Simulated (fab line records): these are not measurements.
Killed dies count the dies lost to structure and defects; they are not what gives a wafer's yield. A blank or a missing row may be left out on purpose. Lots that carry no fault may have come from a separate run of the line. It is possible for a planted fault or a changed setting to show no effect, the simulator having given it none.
Matching of chambers	flow nandHarc	NHARC_A_M1_DEP_33 on pecvd-02: 3 sister chambers
The step deposits SiCN, target thk 30 nm. 24 wafers are shown with their chamber, then 12 later ones without.

== WAFERS PAIRED WITH THEIR CHAMBERS ==
wafer	chamber	heaterPowerW (W)
L074.2	2	672
L074.3	1	560
L074.5	1	560
L074.1	0	449
L074.4	0	441
L074.6	2	558
L075.1	2	687
L075.2	0	497
L075.4	1	581
L076.4	1	586
L076.5	2	569
L076.6	1	586
L079.1	2	563
L079.3	1	551
L079.5	2	568
L084.2	0	467
L084.4	2	612
L084.6	0	464
L085.3	2	689
L085.4	0	521
L085.6	2	706
L087.1	1	574
L087.2	2	601
L087.5	0	447

SIGNATURES (averages over the wafers above)
reading	chamber 0	chamber 1	chamber 2	scatter within a chamber
heaterPowerW	469.43	571.14	622.50	42.8
Rule: distance of a wafer from a chamber = root of the sum over the readings of ((wafer's reading minus chamber's mean) / reading's scatter) squared. The wafer belongs to the nearest chamber; if the next one is less than 2 further off, it can't be placed. How the scatter is found: for the shown wafers, subtract from each reading the mean of its chamber, square and add these, divide the total by (wafers less chambers), then take the root.

== WAFERS WITH NO CHAMBER GIVEN ==
wafer	heaterPowerW (W)
L089.1	687
L089.3	676
L089.4	519
L090.2	440
L090.4	440
L090.5	676
L090.1	628
L090.3	671
L090.6	627
L095.1	600
L095.2	590
L095.3	455

== CHAMBER TAKEN BY EACH ==
wafer	from the rows above	in truth
L089.1	can't be placed: 2 or 1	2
L089.3	can't be placed: 2 or 1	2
L089.4	can't be placed: 0 or 1 or 2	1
L090.2	0	0
L090.4	0	0
L090.5	can't be placed: 2 or 1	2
L090.1	can't be placed: 2 or 1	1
L090.3	can't be placed: 2 or 1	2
L090.6	can't be placed: 2 or 1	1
L095.1	can't be placed: 2 or 1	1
L095.2	can't be placed: 1 or 2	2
L095.3	0	0
3 of 12 placed correctly. Unplaceable from these rows: 9, with the true chamber sitting among the candidates in 9. Number placed wrongly: 0.
